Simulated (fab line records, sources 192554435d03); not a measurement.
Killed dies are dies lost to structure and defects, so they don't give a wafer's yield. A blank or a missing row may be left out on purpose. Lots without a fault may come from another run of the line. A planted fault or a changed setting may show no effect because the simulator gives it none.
Split-lot experiment | flow n5_finfet | 7 lots, 39 wafers read, on a route of 1938 steps

THE SPLIT
At N5_GATE_CUT_HM_DEP_46 (deposits SiO2 from TEOS/O2, target thk 130 nm, time 26.6 s), the setting target_thk_a was moved away from the recipe's 1300 angstrom on 18 of the 39 wafers read, by -11.8% to +9.4%. The other wafers ran this setting at the recipe's value.

FROM THE SPLIT TO THE READING: what the file shows between them, 9 steps
- N5_GATE_CUT_COAT_34: time 60 s, resist thk 60 nm
- N5_GATE_CUT_COAT_35: time 60 s, resist thk 10 nm
- N5_GATE_CUT_STRIP_38: strips in N2/H2
- N5_GATE_CUT_STRIP_39: strips in N2/H2
- N5_GATE_CUT_HM_OPEN_40: chemistry C4F6/O2, target SiO2, target depth 139 nm, time 85.1 s
- N5_GATE_CUT_STRIP_41: strips in CF4
- N5_GATE_CUT_STRIP_42: strips in O2
- N5_GATE_CUT_ALD_22: deposits SiNx, target thk 16 nm, pulse time 1 s, ald cycles 320
- N5_GATE_CUT_CMP_23: polishes, stops on SiO2, t overpolish 23.4 s, target thk 16 nm

THE READING
GC_FILL_THK, in nm, at N5_GATE_CUT_THK_MEAS_24. Fault-free wafers of this fab line usually give 219.9 nm, standard deviation 1.9 nm.

wafer  | tool, chamber at the split | target_thk_a as run, angstrom | against the recipe | GC_FILL_THK, nm | against lot-mates on the recipe
L074.1 | pecvd-01, 2                | 1300                          | recipe             | 218.7           | -
L074.2 | pecvd-01, 2                | 1300                          | recipe             | 220.6           | -
L074.5 | pecvd-01, 2                | 1300                          | recipe             | 218.9           | -
L076.1 | pecvd-01, 0,2              | 1355                          | +4.2%              | 227.2           | +6.0
L076.2 | pecvd-01, 2                | 1300                          | recipe             | 219.0           | -
L076.3 | pecvd-01, 2                | 1300                          | recipe             | 221.3           | -
L076.4 | pecvd-01, 0                | 1300                          | recipe             | 223.3           | -
L076.5 | pecvd-01, 0                | 1355                          | +4.2%              | 228.1           | +6.9
L076.6 | pecvd-01, 0,2              | 1355                          | +4.2%              | 226.3           | +5.1
L083.1 | pecvd-04, 2                | 1147                          | -11.8%             | 205.0           | -16.2
L083.2 | pecvd-04, 0,2              | 1300                          | recipe             | 220.8           | -
L083.3 | pecvd-04, 1                | 1147                          | -11.8%             | 204.2           | -17.0
L083.4 | pecvd-04, 1                | 1300                          | recipe             | 221.7           | -
L083.5 | pecvd-04, 0,2              | 1300                          | recipe             | 221.0           | -
L083.6 | pecvd-04, 0                | 1147                          | -11.8%             | 205.9           | -15.3
L086.1 | pecvd-04, 0                | 1356                          | +4.3%              | 227.6           | +7.4
L086.2 | pecvd-04, 1                | 1356                          | +4.3%              | 222.9           | +2.7
L086.3 | pecvd-04, 2                | 1300                          | recipe             | 218.2           | -
L086.4 | pecvd-04, 0                | 1300                          | recipe             | 223.3           | -
L086.5 | pecvd-04, 2                | 1356                          | +4.3%              | 228.6           | +8.4
L086.6 | pecvd-04, 1                | 1300                          | recipe             | 219.1           | -
L090.1 | pecvd-02, 1                | 1422                          | +9.4%              | 230.0           | +10.8
L090.2 | pecvd-02, 2                | 1300                          | recipe             | 217.2           | -
L090.3 | pecvd-02, 0                | 1300                          | recipe             | 220.1           | -
L090.4 | pecvd-02, 0                | 1422                          | +9.4%              | 232.6           | +13.4
L090.5 | pecvd-02, 1                | 1300                          | recipe             | 220.3           | -
L090.6 | pecvd-02, 2                | 1422                          | +9.4%              | 231.8           | +12.6
L091.1 | pecvd-01, 2                | 1300                          | recipe             | 215.6           | -
L091.2 | pecvd-01, 2                | 1353                          | +4.1%              | 222.5           | +5.4
L091.3 | pecvd-01, 2                | 1353                          | +4.1%              | 223.5           | +6.4
L091.4 | pecvd-01, 2                | 1353                          | +4.1%              | 224.5           | +7.4
L091.5 | pecvd-01, 2                | 1300                          | recipe             | 217.5           | -
L091.6 | pecvd-01, 2                | 1300                          | recipe             | 218.1           | -
L096.1 | pecvd-01, 2                | 1300                          | recipe             | 218.5           | -
L096.2 | pecvd-01, 0                | 1300                          | recipe             | 218.1           | -
L096.3 | pecvd-01, 2                | 1404                          | +8.0%              | 230.5           | +11.4
L096.4 | pecvd-01, 0                | 1404                          | +8.0%              | 230.8           | +11.7
L096.5 | pecvd-01, 2                | 1300                          | recipe             | 220.8           | -
L096.6 | pecvd-01, 0                | 1404                          | +8.0%              | 232.1           | +13.0
Where a row lists several chambers, the file gives one row for several wafers and doesn't say which wafer went through which chamber.

THE FIT
A straight line over all 39 wafers: GC_FILL_THK changes by +1.3 nm for each +1% of target_thk_a; r = +0.96; the points scatter about the line by 1.9 nm.
The same after taking each lot's own level away (the mean of its wafers on the recipe; 39 wafers): +1.39 nm for each +1%; r = +0.98; scatter 1.4 nm.
On that fit, the largest move of target_thk_a shifts the reading by 16 nm.
The lots' own levels span 217.07 to 221.20 nm, that is 2.2 times the standard deviation above.
So the lot-to-lot level changes the slope little: the two slopes agree.
Check: with one of the wafers moved furthest among these (-11.8%) left out of the fit, the line predicts -16.2 nm for it against its lot-mates. It came out at -16.2 nm against them.

OTHER SPLITS ON THESE WAFERS
These wafers also went through other splits before the reading. Each is held against what the fit with the lots' levels taken away leaves over:
other split on the same wafers        | wafers away from the commonest value | r with GC_FILL_THK (lot level and that fit taken away)
N5_WELL_APT_EPI_41 target_thk_a       | 12                                   | -0.05
N5_FIN_CUT_CUT_ETCH_15 target_depth_a | 9                                    | +0.11
N5_DUMMY_GATE_ETCH_44 target_depth_a  | 15                                   | -0.06
N5_DUMMY_GATE_ETCH_42 bias_w          | 15                                   | +0.25
N5_HKMG_FIN_ETCH_58 source_w          | 15                                   | +0.12

THE WHOLE CHAIN: every reading that the file lists as answering this split, in the file's order
step                    | what it does                                                     | reading                                                                            | change (the file's fit)                | r (the file's)
N5_GATE_CUT_HM_DEP_46   | deposits SiO2 from TEOS/O2, target thk 130 nm, time 26.6 s       | SiO2_of_GATE_CUT_HM_DEP_46.thk_nm (the simulator's own value, which no gauge read) | +1.39 nm for each +1% of the setting   | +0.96
N5_GATE_CUT_HM_OPEN_40  | chemistry C4F6/O2, target SiO2, target depth 139 nm, time 85.1 s | etch_rf_on_time_s                                                                  | withheld for each +1% of the setting   | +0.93
N5_GATE_CUT_HM_OPEN_40  | chemistry C4F6/O2, target SiO2, target depth 139 nm, time 85.1 s | etch.depth_nm (the simulator's own value, which no gauge read)                     | +1.39 nm for each +1% of the setting   | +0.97
N5_GATE_CUT_HM_OPEN_40  | chemistry C4F6/O2, target SiO2, target depth 139 nm, time 85.1 s | SOC_of_GATE_CUT_COAT_34.thk_nm (the simulator's own value, which no gauge read)    | -0.304 nm for each +1% of the setting  | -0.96
N5_GATE_CUT_THK_MEAS_24 |                                                                  | GC_FILL_THK                                                                        | +1.4 for each +1% of the setting       | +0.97
N5_GATE_CUT_CMP_43      | polishes SiO2                                                    | SiO2_of_GATE_CUT_HM_DEP_46.thk_nm (the simulator's own value, which no gauge read) | +0.0669 nm for each +1% of the setting | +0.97

THE FILE'S OWN FIT
GC_FILL_THK changes by +1.4 nm for each +1% of target_thk_a, r = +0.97.
